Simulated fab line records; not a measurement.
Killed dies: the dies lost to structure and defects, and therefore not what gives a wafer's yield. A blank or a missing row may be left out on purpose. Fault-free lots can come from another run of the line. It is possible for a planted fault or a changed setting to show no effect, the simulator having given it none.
Which of the tools did it? -- flow n5_finfet -- route of 1938 steps, sampled at 1 step: 12 lots, 36 wafers

== WHAT THE GAUGES SHOWED, per wafer ==
N5_BEOL_M13_INSPECT_12: inspects for defects (macro).
lot,measured,on,raw_defect_count
L075,day 10 14:00,defect_inspect-02,0 1 1
L077,day 11 12:39,defect_inspect-01,2 2 3
L081,day 12 08:08,defect_inspect-01,1 1 2
L080,day 12 13:47,defect_inspect-02,3 4 3
L083,day 13 13:26,defect_inspect-02,3 0 1
L085,day 14 02:32,defect_inspect-02,4 4 4
L088,day 14 12:15,defect_inspect-02,4 2 2
L089,day 14 18:40,defect_inspect-02,1 2 7
L090,day 15 05:15,defect_inspect-02,1 4 3
L092,day 15 22:29,defect_inspect-02,0 2 2
L094,day 16 06:32,defect_inspect-01,2 1 3
L096,day 16 08:45,defect_inspect-02,3 2 1

== WHICH TOOL RAN EACH LOT (tool, then ch and the chambers of the sampled wafers, then the start) ==
No process step before these readings appears in the record.

== THE ANSWER, worked out from the rows above alone ==
Rule: usual is defined by the lots themselves. The widest of any qualifying gaps counts: lots, ordered by their means at a reading, are off when they make up no more than a third of the lots, leave a main group of 4 or more, and stand apart from it by 3 or more times the standard deviation of that group's means. A main group is skipped when, at the precision printed for the reading in the tables above, its means are all equal. Also off: a lot with no number at a reading for which 4 or more lots have one. Where the step has rows for the other lots, those lots are counted as sound.
Nothing can be told from this: no lot is off at any reading shown.

== WHAT THE SIMULATOR PUT IN ==
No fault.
